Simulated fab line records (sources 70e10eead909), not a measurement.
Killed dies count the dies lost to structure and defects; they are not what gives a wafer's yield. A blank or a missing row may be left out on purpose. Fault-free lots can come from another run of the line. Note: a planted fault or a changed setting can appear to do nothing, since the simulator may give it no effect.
Matching of chambers || flow nandHarc || NHARC_A_STAIRCASE_STRIP_476 on rieDiel-02 has 4 sister chambers
The step strips in O2, time 20 s. 4 wafers are shown with their chamber, then 7 later ones without.

== WAFERS, EACH WITH ITS CHAMBER ==
{"wafer": "L140.1", "chamber": 3, "showerheadPlenumPTorr (Torr)": 3.80}
{"wafer": "L142.6", "chamber": 0, "showerheadPlenumPTorr (Torr)": 3.37}
{"wafer": "L152.3", "chamber": 1, "showerheadPlenumPTorr (Torr)": 3.32}
{"wafer": "L152.5", "chamber": 2, "showerheadPlenumPTorr (Torr)": 3.55}

== WAFERS WITHOUT THEIR CHAMBER ==
{"wafer": "L152.6", "showerheadPlenumPTorr (Torr)": 3.78}
{"wafer": "L154.4", "showerheadPlenumPTorr (Torr)": 3.55}
{"wafer": "L154.5", "showerheadPlenumPTorr (Torr)": 3.78}
{"wafer": "L154.6", "showerheadPlenumPTorr (Torr)": 3.35}
{"wafer": "L153.1", "showerheadPlenumPTorr (Torr)": 3.78}
{"wafer": "L153.3", "showerheadPlenumPTorr (Torr)": 3.35}
{"wafer": "L153.4", "showerheadPlenumPTorr (Torr)": 3.32}

== THE CHAMBER EACH PASSED THROUGH ==
{"wafer": "L152.6", "from the rows above": 3, "in truth": 3}
{"wafer": "L154.4", "from the rows above": 2, "in truth": 2}
{"wafer": "L154.5", "from the rows above": 3, "in truth": 3}
{"wafer": "L154.6", "from the rows above": "can't be placed: 0 or 1", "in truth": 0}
{"wafer": "L153.1", "from the rows above": 3, "in truth": 3}
{"wafer": "L153.3", "from the rows above": "can't be placed: 0 or 1", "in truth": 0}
{"wafer": "L153.4", "from the rows above": 1, "in truth": 1}
Placed correctly: 5 of 7. Can't be placed from these rows: 2 (the true chamber is among the candidates in 2). Placed wrongly: 0.
How it was worked out, from the rows above alone: a wafer's distance from a chamber is the root of the sum, over the readings, of the square of ((its reading less the chamber's mean) divided by the reading's scatter). If the next closest chamber is less than 2 further off than the closest, the wafer can't be placed; otherwise it belongs to the closest. For every chamber, the mean is computed from those of its wafers that are shown. The scatter: with one shown wafer a chamber, the root of the mean of the squares of how far each hidden wafer lies from its nearest shown one.
